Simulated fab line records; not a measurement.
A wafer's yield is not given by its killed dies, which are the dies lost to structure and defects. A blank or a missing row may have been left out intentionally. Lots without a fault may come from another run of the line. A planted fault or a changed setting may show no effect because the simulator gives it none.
fab line records | flow n5-finfet
record: lots: 7 wafers: 19 last-day: 17
route steps=1938 shown BEOL_M0_SAQP@655 BEOL_M4@1111 PASSIVATION@1936
lots with no fault: from the same line, run without faults
start-h: the number of hours between the record's first day and the start of the first shown wafer of the lot | wait-h: how many hours have passed since the lot's step before this one | " same as the row above | L1.1+2: a single row standing in for several wafers | - no value present, or no start provided | * or withheld: withheld | < > ~ a bound
route shown NAME@n: NAME is a module with steps in the file, n the number in the route of the first one | usual: mean/standard deviation of fault-free wafers | same: alike in all rows | chamber/n: place in a boat | sites: per-site readings | _std_site: their standard deviation | _edge_site: inner sites' mean taken away from outer sites' mean | radius-mm: for every site, how far away it sits from the centre of the wafer | mask NAME#n: copy n | behind: the last tool/chamber to shape the wafer | hold: what put the lot on hold/how long, in hours/how the hold closed | device: names the non-switching transistor (n, p or np) | end of line: tests run on the same wafers once the route is complete | step lacking rows: just its recipe | killed: dies that structure and defects cost at the first sort, which is not the same as the wafer's yield | map: per-die view of a wafer (x killed, . not killed, _ where there is no die)
set.NAME: the run value of the setting; set.NAME@STEP: its run value at that earlier step | model.NAME: the simulator's own value behind a step, which no gauge read
lots at some steps of the route; a table a step, a row a wafer
services: when a tool's chamber went out of use (start-h, in hours from the record's first day, below 0 if earlier), for how many hours, and the reason
== steps ==
step: N5_BEOL_M0_SAQP_STRIP_80
recipe: chemistry: N2/H2 temp-c: 40 n2-flow-sccm: 200 h2-flow-sccm: 200 rf-frequency-hz: 6e+07
step: N5_BEOL_M0_SAQP_HM_OPEN_112
recipe: chemistry: CHF3/O2 target: SiO2 stop-on: a-Si target-depth-a: 120 over-etch-frac: 1.25 mask-material: SOC time-s: 13.5 pressure-mtorr: 30 source-w: 650 bias-w: 170 Ar_flow_sccm: 200 CHF3_flow_sccm: 50 O2_flow_sccm: 5 ion-energy-ev: 200 ends: end-point
usual: drypump-motor-current-A: 5.5/0.42 mfc-ar-sccm: 200.0/0.57 oes_o_777_au: 0.81/0.074 oes-product-au: 0.52/0.045 rf-vpp-V: 514/16 showerhead-plenum-p-Torr: 2.42/0.086 throttle-valve-pct: 18.73/0.15
same: over-etch-frac: 1.25
columns lot.wafer tool chamber start-h wait-h drypump-motor-current-A mfc-ar-sccm oes_o_777_au oes-product-au rf-hours-counter-h rf-vpp-V showerhead-plenum-p-Torr throttle-valve-pct
L652.3 rie-diel-02 2 145.74 0.0 5.9 199.5 0.73 0.48 190 503 2.38 18.89
L652.5 " 2 " " 5.9 198.7 0.73 0.48 - 502 2.38 18.88
L652.6 " 3 " " 5.5 199.7 0.74 0.50 - 508 2.51 18.85
L653.1 rie-diel-05 0 149.22 0.0 6.0 201.0 0.86 0.55 60 527 2.43 18.67
L653.4 " 1 " " 5.8 200.6 0.94 0.59 29 510 2.48 18.88
L653.5 " 2 " " 5.1 199.4 0.84 0.56 - 536 2.53 18.61
L654.3 rie-diel-06 2 156.91 0.0 5.4 200.0 0.88 0.53 84 509 2.53 18.63
L654.5 " 0 " " 5.7 200.3 0.94 0.63 - 530 2.46 18.57
L655.3 rie-diel-02 0 161.25 0.0 5.0 199.8 0.75 0.49 164 541 2.42 18.90
L655.6 " 0 " " 5.0 199.9 0.75 0.49 - 542 2.42 18.90
L667.2 rie-diel-02 1 236.07 0.0 6.0 200.7 0.76 0.50 163 496 2.32 18.62
L667.4 " 2 " " 5.9 200.1 0.71 0.48 217 503 2.37 18.92
L667.6 " 2 " " 5.9 199.9 0.71 0.47 - 503 2.37 18.92
L669.1 rie-diel-05 3 248.52 0.0 5.2 199.6 0.85 0.54 66 533 2.43 18.68
L669.5 " 0 " " 6.0 199.8 0.82 0.54 - 528 2.42 18.72
L669.6 " 3 " " 5.2 200.7 0.85 0.55 - 533 2.43 18.69
L668.1 rie-diel-05 2 249.11 0.0 5.1 200.1 0.80 0.53 87 535 2.52 18.66
L668.3 " 0 " " 6.0 200.1 0.82 0.52 90 528 2.42 18.75
L668.5 " 0 " " 6.1 199.9 0.82 0.54 - 527 2.42 18.72
step: N5_BEOL_M0_SAQP_STRIP_113
recipe: chemistry: CHF3/O2 resist: SiARC rf-frequency-hz: 6e+07
step: N5_BEOL_M0_SAQP_MANDREL_ETCH_20
recipe: target-depth-a: 600 chemistry: HBr/Cl2 target: a-Si stop-on: SiNx bt-time-s: 10 mask-material: SOC over-etch-frac: 0.5 time-s: 30 pressure-mtorr: 10 icp-w: 800 bias-w: 75 HBr_flow_sccm: 150 Cl2_flow_sccm: 80 ends: end-point
usual: drypump-motor-current-A: 5.7/0.56 oes-product-au: 0.769/0.012 throttle-valve-pct: 35.5/0.55
same: over-etch-frac: 0.5
columns lot.wafer tool chamber start-h wait-h drypump-motor-current-A oes-product-au rf-hours-counter-h throttle-valve-pct
L652.3 rie-si-03 1 145.82 0.0 5.5 0.752 9 35.7
L652.5 " 2 " " 6.5 0.753 - 34.8
L652.6 " 3 " " 5.0 0.784 - 35.0
L653.1 rie-si-04 2 149.30 0.0 5.9 0.779 4 35.6
L653.4 " 0 " " 6.4 0.778 145 34.9
L653.5 " 3 " " 4.9 0.775 - 35.9
L654.3 rie-si-04 0 156.99 0.0 6.4 0.777 145 34.9
L654.5 " 3 " " 4.9 0.770 - 35.9
L655.3 rie-si-06 0 161.34 0.0 4.8 0.766 20 36.3
L655.6 " 0 " " 4.8 0.758 - 36.3
L667.2 rie-si-03 2 236.15 0.0 6.5 0.732 107 34.8
L667.4 " 0 " " 6.0 0.774 52 34.7
L667.6 " 0 " " 6.0 0.776 - 34.8
L669.1 rie-si-04 3 248.60 0.0 4.9 0.758 8 35.9
L669.5 " 1 " " 6.1 0.794 - 35.6
L669.6 " 2 " " 5.9 0.795 - 35.6
L668.1 rie-si-03 1 249.19 0.0 5.5 0.745 11 35.8
L668.3 " 3 " " 5.0 0.764 58 35.0
L668.5 " 0 " " 5.9 0.774 - 34.8
step: N5_BEOL_M0_SAQP_STRIP_86
recipe: chemistry: N2/H2 power-w: 500 temp-c: 40 pressure-mtorr: 50 rf-frequency-hz: 6e+07 overash-fraction: 0.3 bias-power-w: 28 h2-frac: 0.5 n2-flow-sccm: 300 h2-flow-sccm: 300
step: N5_BEOL_M0_SAQP_STRIP_115
recipe: chemistry: post-etch-residue-remover time-s: 60 temp-c: 25 remover-ph: withheld remover-water-wt-pct: withheld remover-fluoride-wt-pct: withheld
step: N5_BEOL_M0_SAQP_SRD_93
recipe: dry: ipa-marangoni time-s: 30 temp-c: 23 rinse-liquid: diw
step: N5_BEOL_M0_SAQP_RECESS_114
recipe: chemistry: HF/NH3 target: SiO2 target-depth-a: 144 afs-cycles: 3 temp-c: 30 sublimation-temp-c: 180 sublimation-time-s: 60
step: N5_BEOL_M0_SAQP_SPACER1_ALD_98
recipe: material: SiO2 target-thk-a: 128 temp-c: 300 ald-precursor-family: BDEAS ald-co-reactant: O2-plasma pulse-time-s: 1 purge-time-s: 2 co-reactant-purge-time-s: 2 ald-cycles: 138 pressure-torr: 2
usual: heater-power-w: 466/44 precursor-pulse-height-rel: 0.999/0.021
same: pulse-time-s: 1
columns lot.wafer tool chamber start-h wait-h heater-power-w precursor-pulse-height-rel
L652.3 ald-sin-03 2 146.43 0.1 445 1.014
L652.5 " 2 " " 442 0.986
L652.6 " 1 " " 439 1.043
L653.1 ald-sin-03 2 150.41 0.7 443 0.999
L653.4 " 3 " " 514 0.992
L653.5 " 0 " " 446 0.946
L654.3 ald-sin-01 1 157.61 0.1 420 0.997
L654.5 " 1 " " 429 0.979
L655.3 ald-sin-03 3 163.29 1.4 543 1.004
L655.6 " 3 " " 533 1.013
L667.2 ald-sin-02 2 236.78 0.3 432 1.022
L667.4 " 3 " " 389 0.993
L667.6 " 1 " " 529 0.970
L669.1 ald-sin-02 0 249.22 0.3 429 1.055
L669.5 " 2 " " 432 0.983
L669.6 " 1 " " 513 0.998
L668.1 ald-sin-01 0 249.81 0.3 553 1.011
L668.3 " 1 " " 431 0.986
L668.5 " 0 " " 565 0.944
step: N5_BEOL_M0_SAQP_SPACER1_ETCHBACK_99
recipe: chemistry: CHF3/O2 mode: anisotropic-etchback target: SiO2 target-depth-a: 154 time-s: 7.7 pressure-mtorr: 30 source-w: 650 bias-w: 170 Ar_flow_sccm: 200 CHF3_flow_sccm: 50 O2_flow_sccm: 5 ion-energy-ev: 200
usual: drypump-motor-current-A: 5.5/0.41 mfc-ar-sccm: 199.9/0.56 oes_o_777_au: 0.80/0.07 oes-product-au: 0.79/0.065 rf-vpp-V: 515/17 showerhead-plenum-p-Torr: 2.43/0.077 throttle-valve-pct: 18.82/0.14
same: time-s: 7.7
columns lot.wafer tool chamber start-h wait-h drypump-motor-current-A mfc-ar-sccm oes_o_777_au oes-product-au rf-hours-counter-h rf-vpp-V showerhead-plenum-p-Torr throttle-valve-pct
L652.3 rie-diel-02 0 146.91 0.3 5.1 199.5 0.75 0.75 160 541 2.42 18.96
L652.5 " 0 " " 5.0 200.0 0.75 0.75 - 540 2.42 18.96
L652.6 " 3 " " 5.4 200.1 0.75 0.75 - 509 2.51 18.89
L653.1 rie-diel-06 1 150.94 0.3 4.7 200.1 0.69 0.68 225 494 2.38 18.98
L653.4 " 2 " " 5.4 200.3 0.88 0.84 82 510 2.53 18.71
L653.5 " 2 " " 5.4 199.4 0.88 0.84 - 510 2.53 18.71
L654.3 rie-diel-02 0 158.08 0.3 5.1 200.5 0.74 0.74 163 540 2.42 18.97
L654.5 " 1 " " 6.0 200.2 0.77 0.79 - 495 2.33 18.66
L655.3 rie-diel-06 0 163.77 0.3 5.6 199.4 0.94 0.96 10 530 2.46 18.62
L655.6 " 0 " " 5.7 200.0 0.93 0.95 - 529 2.46 18.62
L667.2 rie-diel-05 0 237.26 0.3 6.0 200.7 0.83 0.81 86 528 2.42 18.77
L667.4 " 3 " " 5.2 200.3 0.85 0.83 63 535 2.44 18.73
L667.6 " 2 " " 5.1 200.0 0.81 0.82 - 535 2.52 18.71
L669.1 rie-diel-05 2 249.70 0.3 5.1 199.5 0.81 0.82 87 535 2.52 18.72
L669.5 " 2 " " 5.1 200.2 0.81 0.81 - 536 2.52 18.71
L669.6 " 1 " " 5.8 199.3 0.89 0.84 - 509 2.47 19.02
L668.1 rie-diel-06 2 250.28 0.3 5.4 200.1 0.85 0.82 113 510 2.51 18.75
L668.3 " 3 " " 5.9 200.1 0.77 0.77 161 497 2.23 18.65
L668.5 " 2 " " 5.4 200.5 0.85 0.80 - 510 2.51 18.74
step: N5_BEOL_M0_SAQP_MANDREL1_REMOVE_100
recipe: chemistry: HBr/Cl2/O2 bt-time-s: 10 target: a-Si stop-on: SiNx endpoint: OES-SiCl over-etch-frac: 0.85 icp-w: 600 bias-w: 30 HBr_flow_sccm: 150 Cl2_flow_sccm: 80 O2_flow_sccm: 5 pressure-mtorr: 10
step: N5_BEOL_M0_SAQP_CD_MEAS_25
recipe: target-cd-nm: 13.1 landing-energy-ev: 1000 detector: se-inlens
usual: cd-nm: 12.75/0.24
columns lot.wafer tool chamber start-h wait-h cd-nm
L652.3 cd-sem-03 0 147.11 0.1 12.73
L652.5 " 0 " " 13.01
L652.6 " 0 " " 13.28
L653.1 cd-sem-03 0 151.14 0.1 12.82
L653.4 " 0 " " 12.41
L653.5 " 0 " " 12.66
L654.3 cd-sem-02 0 158.28 0.1 12.72
L654.5 " 0 " " 12.92
L655.3 cd-sem-03 0 163.96 0.1 13.25
L655.6 " 0 " " 12.89
L667.2 cd-sem-01 0 237.46 0.1 12.32
L667.4 " 0 " " 12.74
L667.6 " 0 " " 12.50
L669.1 cd-sem-02 0 249.90 0.1 12.98
L669.5 " 0 " " 12.89
L669.6 " 0 " " 12.88
L668.1 cd-sem-02 0 250.48 0.1 12.92
L668.3 " 0 " " 12.86
L668.5 " 0 " " 12.61
step: N5_BEOL_M0_SAQP_ETCH_101
recipe: chemistry: CH3F/O2 target: SiNx mask-material: SiO2 target-depth-a: 299 time-s: 42.7 pressure-mtorr: 30 source-w: 395 bias-w: 73 Ar_flow_sccm: 150 CH3F_flow_sccm: 30 O2_flow_sccm: 20 ion-energy-ev: 120
usual: drypump-motor-current-A: 5.5/0.43 mfc-ar-sccm: 150.0/0.49 oes_o_777_au: 0.80/0.074 oes-product-au: 0.79/0.078 rf-vpp-V: 291/9.2 showerhead-plenum-p-Torr: 2.01/0.074 throttle-valve-pct: 16.28/0.16
same: time-s: 42.7
columns lot.wafer tool chamber start-h wait-h drypump-motor-current-A mfc-ar-sccm oes_o_777_au oes-product-au rf-hours-counter-h rf-vpp-V showerhead-plenum-p-Torr throttle-valve-pct model.etch.depth-nm
L652.3 rie-diel-06 2 147.40 0.3 5.4 150.8 0.88 0.84 81 290 2.11 16.18 30.96
L652.5 " 0 " " 5.7 149.7 0.97 0.98 - 300 2.04 16.04 29.92
L652.6 " 3 " " 5.9 149.6 0.81 0.80 - 284 1.85 16.05 29.77
L653.1 rie-diel-06 0 151.49 0.4 5.6 149.7 0.95 0.96 7 301 2.04 16.05 29.62
L653.4 " 3 " " 5.9 150.4 0.81 0.79 131 283 1.85 16.07 29.83
L653.5 " 1 " " 4.7 150.1 0.72 0.93 - 281 1.97 16.49 46.25
L654.3 rie-diel-06 0 158.32 0.0 5.6 150.7 0.95 0.96 9 300 2.04 16.05 30.08
L654.5 " 0 " " 5.6 150.0 0.95 1.33 - 301 2.04 16.09 48.17
L655.3 rie-diel-06 0 164.00 0.0 5.7 149.7 0.95 0.95 10 302 2.04 16.07 29.8
L655.6 " 1 " " 4.7 150.3 0.71 0.91 - 281 1.97 16.50 45.92
L667.2 rie-diel-02 1 237.50 0.0 6.0 150.3 0.77 0.76 164 280 1.92 16.18 29.88
L667.4 " 3 " " 5.5 149.8 0.74 0.73 166 287 2.08 16.40 29.67
L667.6 " 1 " " 6.0 149.5 0.77 0.76 - 281 1.92 16.18 29.86
L669.1 rie-diel-05 3 249.94 0.0 5.2 150.7 0.82 0.83 66 302 2.03 16.22 29.07
L669.5 " 2 " " 5.1 150.2 0.80 0.82 - 304 2.09 16.17 30.51
L669.6 " 1 " " 5.8 149.8 0.88 0.85 - 288 2.05 16.45 29.23
L668.1 rie-diel-02 3 250.52 0.0 5.5 150.5 0.74 0.73 170 287 2.07 16.39 29.54
L668.3 " 1 " " 6.0 149.0 0.76 0.75 167 282 1.92 16.17 29.68
L668.5 " 2 " " 5.9 150.0 0.70 0.70 - 285 1.97 16.51 28.91
step: N5_BEOL_M0_SAQP_ETCH_102
recipe: chemistry: CF4 target: SiO2 target-depth-a: 40 ion-energy-ev: 350 time-s: 4.4 pressure-mtorr: 10 icp-w: 800 bias-w: 400 cf4-flow-sccm: 80
usual: drypump-motor-current-A: 5.7/0.55 oes-product-au: 0.991/0.026 throttle-valve-pct: 21.7/0.32
same: time-s: 4.4
columns lot.wafer tool chamber start-h wait-h drypump-motor-current-A oes-product-au rf-hours-counter-h throttle-valve-pct
L652.3 rie-si-06 1 147.50 0.1 5.9 0.994 122 21.7
L652.5 " 3 " " 5.4 0.989 - 22.2
L652.6 " 2 " " 6.1 1.013 - 22.1
L653.1 rie-si-06 1 151.60 0.1 5.9 0.992 122 21.6
L653.4 " 0 " " 4.8 0.949 19 22.1
L653.5 " 0 " " 4.8 0.953 - 22.2
L654.3 rie-si-03 1 158.42 0.1 5.6 0.950 9 21.7
L654.5 " 2 " " 6.6 0.972 - 21.4
L655.3 rie-si-03 2 164.11 0.1 6.5 0.980 106 21.5
L655.6 " 2 " " 6.5 0.986 - 21.4
L667.2 rie-si-04 1 237.61 0.1 6.1 1.042 184 22.0
L667.4 " 0 " " 6.4 1.008 146 21.6
L667.6 " 1 " " 6.1 1.032 - 22.0
L669.1 rie-si-04 2 250.05 0.1 5.9 0.980 6 21.8
L669.5 " 1 " " 6.1 1.030 - 22.0
L669.6 " 0 " " 6.4 1.012 - 21.6
L668.1 rie-si-06 2 250.63 0.1 6.0 1.013 76 22.1
L668.3 " 1 " " 5.9 0.992 124 21.6
L668.5 " 1 " " 5.9 0.986 - 21.6
step: N5_BEOL_M4_RC_MEAS_101
usual: DIBL_N: 36.7/2.4 DIBL_P: 37.4/2.9 IOFF_N: 0.18/0.05 IOFF_P: 0.23/0.058 ION_N: 683/16 ION_P: 467/11 SS_N: 71.7/0.77 SS_P: 73.5/0.87 VT_N: 249/4.3 VT_P: -250/4.4
columns lot.wafer tool chamber start-h wait-h DIBL_N[mV/V] DIBL_P[mV/V] IOFF_N[nA/um] IOFF_P[nA/um] ION_N[uA/um] ION_P[uA/um] SS_N[mV/dec] SS_P[mV/dec] VT_N[mV] VT_P[mV]
L652.3 prober-01 0 201.35 0.3 40.9 42.0 0.29 0.40 689 475 72.6 74.5 239 -238
L652.5 " 0 " " 39.0 39.7 0.23 0.32 693 478 72.0 73.5 243 -244
L652.6 " 0 " " 35.2 34.7 0.16 0.21 698 479 70.9 73.2 247 -249
L653.1 prober-02 0 202.78 0.0 39.8 40.4 0.26 0.29 707 472 73.0 73.8 242 -246
L653.4 " 0 " " 40.2 42.7 0.28 0.34 688 471 72.0 75.4 242 -245
L653.5 " 0 " " 33.9 35.4 0.14 0.19 661 460 70.8 73.2 251 -249
L654.3 prober-01 0 209.47 0.3 37.0 36.5 0.18 0.28 679 475 72.0 73.5 248 -245
L654.5 " 0 " " 40.5 41.1 0.28 0.37 700 476 72.8 74.9 243 -242
L655.3 prober-01 0 216.41 0.3 36.3 35.3 0.16 0.23 666 463 71.4 73.6 252 -247
L655.6 " 0 " " 38.0 37.9 0.19 0.27 698 487 72.1 74.4 247 -242
L667.2 prober-01 0 295.50 0.2 36.4 37.8 0.18 0.19 705 469 71.8 72.7 247 -258
L667.4 " 0 " " 35.4 36.3 0.16 0.17 694 462 71.7 73.0 248 -256
L667.6 " 0 " " 38.5 39.9 0.22 0.22 690 457 72.8 73.3 248 -254
L669.1 prober-02 0 300.75 0.0 39.2 41.2 0.25 0.27 742 491 72.1 73.9 240 -246
L669.5 " 0 " " 35.5 35.9 0.14 0.17 669 446 70.9 72.1 249 -254
L669.6 " 0 " " 38.0 39.7 0.21 0.23 699 470 71.5 73.7 247 -252
L668.1 prober-02 0 303.91 0.0 34.1 33.9 0.11 0.15 665 452 71.2 73.1 256 -258
L668.3 " 0 " " 37.0 36.8 0.15 0.19 667 459 71.2 73.6 251 -255
L668.5 " 0 " " 37.1 38.0 0.16 0.21 688 463 71.7 74.1 249 -254
step: N5_PASSIVATION_PROBE_49
usual: defect-limited-yield: 91.4/1.6 killed_at_M0_to_M3: 31/11 killed_at_M4_up: 14/5.7 killed-at-contacts: 12/6 killed-at-front-end: 41/13 killed-at-other: 3.3/2.8 killed-dies: 101/19 killed-on-rim: 13/3.9 killed-open: 67/14 killed-short: 33/8.2 sort_bin_4_leakage: 0.0/0.37 sort_bin_5_function: 5.0/1.1 sort_bin_6_memory: 3.3/0.74 sort-n-pass: 1078/20 sort-yield-pct: 91.3/1.7
same: gross-dies: 1180 killed-at-back-side: 0 sort_bin_8_speed[%]: 0
columns lot.wafer tool chamber start-h wait-h defect-limited-yield[%] killed_at_M0_to_M3 killed_at_M4_up killed-at-contacts killed-at-front-end killed-at-other killed-dies killed-on-rim killed-open killed-short sort_bin_4_leakage[%] sort_bin_5_function[%] sort_bin_6_memory[%] sort-n-pass sort-yield-pct[%]
L652.3 prober-02 - 306.45 0.1 92.6 21 15 12 39 0 87 17 54 28 0 3.8 2.9 1093 92.6
L652.5 prober-02 - 306.55 0.2 92.2 32 14 10 34 2 92 11 57 35 0 4.6 3.0 1088 92.2
L652.6 prober-02 - 306.60 0.3 93.6 20 11 6 38 0 75 8 52 23 0 3.2 2.8 1105 93.6
L655.3 prober-01 - 311.14 0.1 91.0 34 17 22 33 0 106 15 61 41 0 5.6 3.2 1074 91.0
L668.1 prober-02 - 405.17 0.0 90.3 35 10 17 51 1 114 12 72 42 0 5.7 3.9 1066 90.3
L668.3 prober-02 - 405.27 0.1 93.6 26 10 5 34 1 76 6 52 23 0 3.9 2.4 1104 93.6
L668.5 prober-02 - 405.37 0.2 90.9 27 10 13 57 0 107 9 74 32 0 5.8 2.9 1073 90.9
L669.1 prober-01 - 417.12 0.0 92.2 20 15 23 33 1 92 12 57 34 0 4.4 3.1 1088 92.2
L669.5 prober-01 - 417.32 0.2 90.0 25 17 17 51 8 118 21 79 37 0 5.8 4.0 1062 90.0
L669.6 prober-01 - 417.37 0.3 88.7 32 26 12 57 6 133 12 90 43 0 5.4 5.6 1047 88.7
killed by level:class
L652.3 MOL_CONTACT_COAG:geometric-particle:open=8 BEOL_M4:geometric-particle:open=7 FIN_SAQP:geometric-particle:short=6 FIN_SAQP:geometric-particle:open=5 DUMMY_GATE:geometric-particle:open=5 GATE_CUT:geometric-particle:short=5 BEOL_M0_SAQP:geometric-particle:short=5 BEOL_M3:geometric-particle:open=5
L652.5 BEOL_M0_SAQP:geometric-particle:short=11 MOL_CONTACT_COAG:geometric-particle:open=10 FIN_SAQP:geometric-particle:short=9 FIN_SAQP:geometric-particle:open=7 BEOL_M0_SAQP:geometric-particle:open=7 BEOL_M4:geometric-particle:open=7 DUMMY_GATE:geometric-particle:open=5 STI_FIN_REVEAL:geometric-particle:open=3
L652.6 STI_FIN_REVEAL:geometric-particle:open=10 MOL_CONTACT_COAG:geometric-particle:open=6 BEOL_M1:geometric-particle:open=6 FIN_SAQP:geometric-particle:open=5 DUMMY_GATE:geometric-particle:open=5 GATE_CUT:geometric-particle:short=5 BEOL_M3:geometric-particle:open=4 BEOL_M4:geometric-particle:open=3
L655.3 MOL_CONTACT_COAG:geometric-particle:open=16 BEOL_M0_SAQP:geometric-particle:short=12 BEOL_M0_SAQP:geometric-particle:open=7 FIN_SAQP:geometric-particle:open=6 MOL_CONTACT_COAG:geometric-particle:short=6 BEOL_M3:geometric-particle:open=6 BEOL_M4:geometric-particle:open=5 STI_FIN_REVEAL:geometric-particle:open=4
L668.1 FIN_SAQP:geometric-particle:open=16 MOL_CONTACT_COAG:geometric-particle:open=15 BEOL_M0_SAQP:geometric-particle:short=15 FIN_SAQP:geometric-particle:short=13 BEOL_M0_SAQP:geometric-particle:open=10 STI_FIN_REVEAL:geometric-particle:open=5 BEOL_M3:geometric-particle:open=5 ILD0:geometric-particle:open=3
L668.3 FIN_SAQP:geometric-particle:open=17 BEOL_M2:geometric-particle:open=8 FIN_SAQP:geometric-particle:short=5 BEOL_M0_SAQP:geometric-particle:short=5 BEOL_M0_SAQP:geometric-particle:open=4 BEOL_M1:geometric-particle:open=3 MOL_CONTACT_COAG:geometric-particle:open=3 BEOL_M4:geometric-particle:open=3
L668.5 FIN_SAQP:geometric-particle:open=14 MOL_CONTACT_COAG:geometric-particle:open=12 FIN_SAQP:geometric-particle:short=11 BEOL_M0_SAQP:geometric-particle:open=9 STI_FIN_REVEAL:geometric-particle:open=8 BEOL_M0_SAQP:geometric-particle:short=8 BEOL_M4:geometric-particle:open=6 BEOL_M3:geometric-particle:open=5
L669.1 MOL_CONTACT_COAG:geometric-particle:open=16 FIN_SAQP:geometric-particle:open=8 MOL_CONTACT_COAG:geometric-particle:short=7 STARTING-WAFER:geometric-particle:short=6 BEOL_M4:geometric-particle:open=5 BEOL_M7:geometric-particle:open=5 BEOL_M1:geometric-particle:open=4 BEOL_M0_SAQP:geometric-particle:short=4
L669.5 MOL_CONTACT_COAG:geometric-particle:open=15 STI_FIN_REVEAL:geometric-particle:open=13 FIN_SAQP:geometric-particle:open=12 BEOL_M4:geometric-particle:open=10 BEOL_M0_SAQP:geometric-particle:short=8 FIN_SAQP:geometric-particle:short=6 STARTING-WAFER:geometric-particle:open=6 PASS1_CAP:geometric-particle:short=4
L669.6 FIN_SAQP:geometric-particle:open=18 MOL_CONTACT_COAG:geometric-particle:open=11 STI_FIN_REVEAL:geometric-particle:open=11 BEOL_M0_SAQP:geometric-particle:open=8 BEOL_M4:geometric-particle:open=7 FIN_SAQP:geometric-particle:short=6 BEOL_M0_SAQP:geometric-particle:short=6 BEOL_M4:geometric-particle:short=6
== services ==
columns tool chamber start-h hours kind
rie-diel-02 3 135.96 8.7 repair
rie-si-04 - 153.35 1.2 repair
rie-si-03 0 155.76 9.3 repair
ald-sin-02 - 157.23 6.1 pm
rie-si-06 3 158.52 4.5 repair
ald-sin-02 1 167.07 5.7 repair
ald-sin-01 2 170.46 11.1 repair
ald-sin-02 - 176.75 14.0 pm
ald-sin-02 0 176.75 14.0 vent-cycle
ald-sin-02 1 176.75 14.0 vent-cycle
ald-sin-02 2 176.75 14.0 vent-cycle
ald-sin-02 3 176.75 14.0 vent-cycle
ald-sin-02 0 190.75 - clean
ald-sin-02 1 190.75 - clean
ald-sin-02 2 190.75 - clean
ald-sin-01 1 193.80 28.9 repair
ald-sin-03 2 199.00 3.5 repair
rie-diel-05 2 208.68 3.8 repair
rie-diel-05 0 221.63 2.8 repair
ald-sin-02 1 233.05 2.1 repair
rie-diel-06 1 237.52 - clean
rie-diel-06 1 237.52 - consumable-replace:focus-ring
rie-diel-06 1 237.52 21.4 scheduled-down
rie-diel-06 1 237.52 21.4 vent-cycle
== key ==
first-sign: step: N5_BEOL_M0_SAQP_ETCH_101 reading: oes-product-au direction: up sigmas: 3.5 usual: 0.79 struck: 1.06
effect none on later readings
model-effect: step: N5_BEOL_M0_SAQP_ETCH_101 value: etch.depth-nm without: 29.07 struck: 46.78
met-at N5_BEOL_M0_SAQP_ETCH_101
struck-wafers L653.5,L654.5,L655.6
onset-between 147.40 151.49
fault: kind: process-parameter-drift tool: rie-diel-06 chamber: - onset-h: 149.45 steps: N5_BEOL_M0_SAQP_ETCH_101 channel: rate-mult offset: 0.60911 shape: step end-h: 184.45 scope: struck-wafers-only
